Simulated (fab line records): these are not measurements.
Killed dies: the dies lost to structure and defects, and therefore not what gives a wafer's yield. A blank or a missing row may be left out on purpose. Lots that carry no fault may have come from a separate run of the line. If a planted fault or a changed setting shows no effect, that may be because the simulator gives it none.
A struck lot beside a sound one | flow n5_finfet | 33 out of 1938 route steps
Sound: wafers L229.3, L229.5, L229.6. Struck: wafers L240.3, L240.6. (L240.5 of the same lot was not struck and is left out.) The cause comes at the end.
Order at every step that has rows: each side's tool, ch and its chambers, its first start. Under that, the readings that differ: sound wafers | struck wafers | difference of the means | sigmas: that difference in standard deviations of wafers without a fault.
alike: a reading whose means differ by less than 2 such deviations, as well as words and numbers matching on both sides. not compared: withheld readings; readings where some wafer has no value; bounds like >300 that might hide an equal value; numbers whose values overlap and for which the record gives no deviation.
A row with sigmas, a row that says differs or no value, or rows on one side alone: a step with any of these is where the two part. When numbers do not overlap yet have no deviation, they are printed without sigmas and do not part them. A reading that every wafer of one side lacks parts them only if that side has two wafers or more.

first, 7 steps without rows for these wafers: N5_BEOL_M15_COAT_22 (resist thk 800 nm); N5_BEOL_M15_EBR_24; N5_BEOL_M15_SOFTBAKE_23 (time 60 s); N5_BEOL_M15_EXPOSE_25 (exposes mask M15, target cd 400 nm); N5_BEOL_M15_PEB_26 (peb time 90 s); N5_BEOL_M15_DEVELOP_27 (develop time 45 s); N5_BEOL_M15_HARDBAKE_32 (time 120 s).
N5_BEOL_M15_CD_MEAS_28 targets a cd of 407.6 nm.
  sound on cd_sem-02 ch 0, day 14 02:11; struck on cd_sem-01 ch 0, day 17 13:45
  reading    | sound             | struck      | difference | sigmas
  cd_nm (nm) | 409.2 410.5 412.1 | 404.6 403.8 | -6.4       | -3
N5_BEOL_M15_OVL_MEAS_29:
  sound on overlay-02 ch 0, day 14 02:12; struck on overlay-01 ch 0, day 17 13:47
  alike: M15_OVL
N5_BEOL_M15_INSPECT_30: inspects for defects (macro).
  sound: defect_inspect-01 at day 14 02:14; struck: defect_inspect-02 at day 17 13:48
  alike: raw_defect_count
N5_BEOL_M15_DESCUM_33: chemistry O2, time 7.9 s.
  sound on rie_diel-06 ch 2,3, day 14 02:16; struck on rie_diel-02 ch 0, day 17 13:50
  reading               | sound          | struck    | difference | sigmas
  oes_product_au (a.u.) | 0.72 0.73 0.79 | 0.91 0.91 | +0.16      | +2
  alike: drypump_motor_current_A, rf_vpp_V, showerhead_plenum_p_Torr, throttle_valve_pct
  not compared: rf_hours_counter_h
then, 1 step without rows for these wafers: N5_BEOL_M15_ETCH_61 (etches BARC in N2/H2, target depth 89 nm, overetch 26.7 nm, time 67.9 s).
N5_BEOL_M15_TRENCH_ETCH_34: etches SiO2 in C4F8/O2/Ar, target depth 872.93 nm, time 199 s.
  sound on rie_diel-06 ch 2,3, day 14 02:21; struck on rie_diel-02 ch 0, day 17 13:55
  reading                                    | sound             | struck      | difference | sigmas
  oes_product_au (a.u.)                      | 0.70 0.70 0.79    | 0.90 0.90   | +0.17      | +2
  model.etch.depth_nm (nm)                   | 845.2 844.5 854.9 | 985.5 978.4 | +133.8     |
  model.coat_of_BEOL_M15_COAT_22.thk_nm (nm) | 545 548 547       | 517.4 518.8 | -28.6      |
  alike: O2_flow_sccm, drypump_motor_current_A, mfc_ar_sccm, oes_ar_750_au, rf_vpp_V, showerhead_plenum_p_Torr, throttle_valve_pct
  not compared: rf_hours_counter_h
N5_BEOL_M15_STRIP_36: strips in O2.
  sound on rie_diel-04 ch 0,1, day 14 04:28; struck on rie_diel-02 ch 0,2, day 17 15:34
  alike: drypump_motor_current_A, oes_product_au, rf_vpp_V, showerhead_plenum_p_Torr, throttle_valve_pct
  not compared: rf_hours_counter_h
then, 2 steps without rows for these wafers: N5_BEOL_M15_STRIP_62 (strips in O2); N5_BEOL_M15_STRIP_37 (strips in O2).
N5_BEOL_M15_ETCH_38: etches SiCN in CF4/N2, target depth 106.4 nm, time 120.5 s.
  sound: rie_diel-04 ch 0,1; struck: rie_diel-02 ch 0,2
  alike: drypump_motor_current_A, mfc_ar_sccm, oes_product_au, rf_vpp_V, showerhead_plenum_p_Torr, throttle_valve_pct
  not compared: rf_hours_counter_h
then, 5 steps without rows for these wafers: N5_BEOL_M15_PRECLEAN_39 (cleans in residue remover, time 60 s); N5_BEOL_M15_SRD_40 (time 30 s, dry time 30 s); N5_BEOL_M15_DEGAS_41 (time 60 s); N5_BEOL_M15_PRE_CLEAN_42 (time 30 s); N5_BEOL_M15_SPUTTER_43 (material TaN, target thk 15 nm, time 24.19 s).
N5_BEOL_M15_SPUTTER_44: material Ta, target thk 15 nm, time 24.19 s.
  sound: pvd_sputter-03 at day 14 05:07; struck: pvd_sputter-03 at day 17 16:11
  alike: throttle_valve_pct
then, 2 steps without rows for these wafers: N5_BEOL_M15_SPUTTER_45 (material Cu, target thk 100 nm, time 16.67 s); N5_BEOL_M15_ECD_47 (material Cu, target thk 1860 nm).
N5_BEOL_M15_ANNEAL_48: time 90 s.
  sound on rtp_anneal-02 ch 0, day 14 05:39; struck on rtp_anneal-01 ch 0, day 17 16:43
  alike: wafer_temp_C_max
N5_BEOL_M15_CMP_49: polishes, stops on SiO2, t overpolish 4.9 s, target thk 850 nm.
  sound on cmp-01 ch 0,1,2, day 14 05:58; struck on cmp-02 ch 2,3, day 17 17:01
  reading                                 | sound             | struck      | difference | sigmas
  model.Cu_of_BEOL_M15_ECD_47.thk_nm (nm) | 822.4 820.6 832.4 | 962.4 955.4 | +133.8     |
  alike: barrier_field_endpoint_s, clearing_platen_down_force_psi, motor_current_A, overpolish_run_s
  not compared: pad_life_wafers
N5_BEOL_M15_THK_MEAS_50: measures by xrf.
  sound: film_metro-01 at day 14 06:10; struck: film_metro-02 at day 17 17:14
  reading      | sound       | struck  | difference | sigmas
  M15_THK (nm) | 828 829 839 | 975 963 | +137       | +7
then, 2 steps without rows for these wafers: N5_BEOL_M15_PRE_CLEAN_52 (time 15 s); N5_BEOL_M15_DEP_53 (deposits SiCN from 3MS/NH3, target thk 50 nm, time 17.8 s).
N5_BEOL_M15_RS_MEAS_54: the measuring method here is four-point-probe.
  sound: film_metro-02 at day 14 06:17; struck: film_metro-02 at day 17 17:22
  reading         | sound                | struck        | difference | sigmas
  M15_RS (ohm/sq) | 0.0223 0.0224 0.0221 | 0.0190 0.0191 | -0.0032    | -6
N5_BEOL_M15_INSPECT_55: inspects for defects (darkfield).
  sound: defect_inspect-01 at day 14 06:19; struck: defect_inspect-01 at day 17 17:23
  alike: raw_defect_count
N5_PASSIVATION_PROBE_49:
  record: rows for the struck wafers here (prober-01, day 18 08:17), none for the sound ones

== WHERE THEY PART ==
Earliest at N5_BEOL_M15_CD_MEAS_28; latest, in this record, at N5_PASSIVATION_PROBE_49.

WHY: the cause the simulator had injected
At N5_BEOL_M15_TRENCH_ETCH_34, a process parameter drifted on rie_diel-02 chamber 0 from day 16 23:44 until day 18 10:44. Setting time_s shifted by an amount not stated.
